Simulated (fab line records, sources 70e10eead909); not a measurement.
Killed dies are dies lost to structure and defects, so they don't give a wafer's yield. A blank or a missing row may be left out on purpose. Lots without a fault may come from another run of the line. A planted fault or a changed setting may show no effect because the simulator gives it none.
Chamber matching | flow nand_harc | NHARC_P_M0_STRIP_18 on rie_diel-04: 4 sister chambers
The step strips in N2/H2. 4 wafers are shown with their chamber, then 9 later ones without.

WAFERS WITH THEIR CHAMBER
wafer  | chamber | showerhead_plenum_p_Torr (Torr)
L084.1 | 3       | 2.07
L084.5 | 2       | 2.15
L085.5 | 0       | 1.89
L085.6 | 1       | 2.03

WAFERS WITHOUT THEIR CHAMBER
wafer  | showerhead_plenum_p_Torr (Torr)
L089.1 | 1.88
L089.3 | 2.07
L089.4 | 2.03
L088.3 | 2.03
L088.4 | 2.14
L088.6 | 2.14
L097.1 | 2.07
L097.2 | 2.14
L097.6 | 2.02

WHICH CHAMBER EACH WENT THROUGH
wafer  | from the rows above | in truth
L089.1 | 0                   | 0
L089.3 | 3                   | 3
L089.4 | 1                   | 1
L088.3 | 1                   | 1
L088.4 | 2                   | 2
L088.6 | 2                   | 2
L097.1 | 3                   | 3
L097.2 | 2                   | 2
L097.6 | 1                   | 1
Placed correctly: 9 of 9. Can't be placed from these rows: 0. Placed wrongly: 0.
How it was worked out, from the rows above alone: a wafer's distance from a chamber is the root of the sum, over the readings, of the square of ((its reading less the chamber's mean) divided by the reading's scatter). The wafer belongs to the nearest chamber; if the next one is less than 2 further off, it can't be placed. A chamber's mean is the mean of its shown wafers. The scatter: with one shown wafer a chamber, the root of the mean of the squares of how far each hidden wafer lies from its nearest shown one.
